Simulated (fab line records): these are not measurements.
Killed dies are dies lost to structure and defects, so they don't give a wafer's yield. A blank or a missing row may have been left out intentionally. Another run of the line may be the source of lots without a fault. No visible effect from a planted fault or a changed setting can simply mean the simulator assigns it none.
Matching of chambers :: flow n5_finfet :: 4 sister chambers for N5_BEOL_M0_CUTY_DESCUM_61 on rie_diel-01
The step chemistry O2, time 7.9 s. 4 wafers are shown with their chamber, then 7 later ones without.

## EACH WAFER AND ITS CHAMBER
wafer: L078.6
chamber: 0
throttle_valve_pct (%): 20.31

wafer: L081.4
chamber: 3
throttle_valve_pct (%): 20.52

wafer: L086.1
chamber: 1
throttle_valve_pct (%): 21.09

wafer: L086.5
chamber: 2
throttle_valve_pct (%): 20.61

## WAFERS WHOSE CHAMBER IS MISSING
wafer: L086.6
throttle_valve_pct (%): 20.53

wafer: L087.1
throttle_valve_pct (%): 20.61

wafer: L087.3
throttle_valve_pct (%): 20.35

wafer: L087.6
throttle_valve_pct (%): 20.62

wafer: L093.1
throttle_valve_pct (%): 20.37

wafer: L093.2
throttle_valve_pct (%): 21.11

wafer: L093.4
throttle_valve_pct (%): 20.63

## WHICH CHAMBER EACH ONE RAN IN
wafer: L086.6
from the rows above: 3
in truth: 3

wafer: L087.1
from the rows above: 2
in truth: 2

wafer: L087.3
from the rows above: 0
in truth: 0

wafer: L087.6
from the rows above: 2
in truth: 2

wafer: L093.1
from the rows above: 0
in truth: 0

wafer: L093.2
from the rows above: 1
in truth: 1

wafer: L093.4
from the rows above: 2
in truth: 2
Placed correctly: 7 of 7. From these rows, 0 cannot be placed. Placed wrongly: 0.
How it was worked out, from the rows above alone: a wafer's distance from a chamber is the root of the sum, over the readings, of the square of ((its reading less the chamber's mean) divided by the reading's scatter). If the next closest chamber is less than 2 further off than the closest, the wafer can't be placed; otherwise it belongs to the closest. Each chamber's mean is taken over the wafers shown for it. The scatter: root of mean squared gap, hidden wafer to nearest shown wafer, with one shown wafer a chamber.
